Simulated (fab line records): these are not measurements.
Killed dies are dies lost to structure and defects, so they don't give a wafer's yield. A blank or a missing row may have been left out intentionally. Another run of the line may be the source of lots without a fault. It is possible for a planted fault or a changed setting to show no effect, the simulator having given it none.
Matching of chambers | flow n5 finfet | N5_MOL_CONTACT_COAG_STRIP_72 on rie diel-02 has 4 sister chambers
The step strips in N2/H2. 18 wafers are shown with their chamber, then 9 later ones without.

WAFERS PAIRED WITH THEIR CHAMBERS
wafer  | chamber | drypump motor current A (A) | throttle valve pct (%) | showerhead plenum p Torr (Torr)
L074.1 | 0       | 6.2                         | 23.9                   | 2.63
L074.5 | 2       | 5.1                         | 24.3                   | 2.67
L074.6 | 3       | 5.3                         | 23.6                   | 2.60
L075.2 | 0       | 6.2                         | 23.9                   | 2.63
L075.5 | 2       | 5.1                         | 24.4                   | 2.66
L075.6 | 1       | 5.7                         | 24.1                   | 2.57
L080.3 | 1       | 5.8                         | 24.1                   | 2.57
L080.4 | 0       | 6.2                         | 23.9                   | 2.62
L080.5 | 0       | 6.2                         | 24.0                   | 2.62
L083.3 | 1       | 5.8                         | 24.1                   | 2.56
L083.4 | 3       | 5.3                         | 23.7                   | 2.60
L083.5 | 3       | 5.3                         | 23.7                   | 2.60
L085.1 | 1       | 5.8                         | 24.2                   | 2.56
L085.4 | 2       | 5.1                         | 24.4                   | 2.65
L085.6 | 3       | 5.3                         | 23.7                   | 2.59
L087.1 | 0       | 6.1                         | 24.0                   | 2.61
L087.2 | 2       | 5.1                         | 24.4                   | 2.65
L087.4 | 2       | 5.1                         | 24.4                   | 2.65

SIGNATURES, as means of the wafers listed above
reading                  | chamber 0 | chamber 1 | chamber 2 | chamber 3 | scatter within a chamber
drypump motor current A  | 6.180     | 5.775     | 5.100     | 5.300     | 0.0333
throttle valve pct       | 23.940    | 24.125    | 24.380    | 23.675    | 0.05
showerhead plenum p Torr | 2.6220    | 2.5650    | 2.6560    | 2.5975    | 0.00744
Rule: for a wafer and a chamber, the distance is found by dividing, reading by reading, the gap between the wafer's reading and the chamber's mean by the reading's scatter, squaring, summing and taking the root. The wafer belongs to the nearest chamber; if the next one is less than 2 further off, it can't be placed. The scatter: take each reading less its chamber's mean, square it, sum over the shown wafers, divide by the number of wafers less the number of chambers, and take the root.

WAFERS WITH NO CHAMBER GIVEN
wafer  | drypump motor current A (A) | throttle valve pct (%) | showerhead plenum p Torr (Torr)
L092.2 | 5.8                         | 24.1                   | 2.55
L092.4 | 6.2                         | 24.0                   | 2.61
L092.6 | 5.8                         | 24.2                   | 2.55
L095.1 | 5.4                         | 23.8                   | 2.59
L095.2 | 5.8                         | 24.2                   | 2.55
L095.4 | 6.2                         | 24.0                   | 2.61
L096.1 | 5.1                         | 24.4                   | 2.65
L096.3 | 5.7                         | 24.2                   | 2.55
L096.5 | 5.1                         | 24.4                   | 2.65

CHAMBER TAKEN BY EACH
wafer  | from the rows above | in truth
L092.2 | 1                   | 1
L092.4 | 0                   | 0
L092.6 | 1                   | 1
L095.1 | 3                   | 3
L095.2 | 1                   | 1
L095.4 | 0                   | 0
L096.1 | 2                   | 2
L096.3 | 1                   | 1
L096.5 | 2                   | 2
9 of 9 placed correctly. Not placeable from these rows: 0. Wrongly placed: 0.
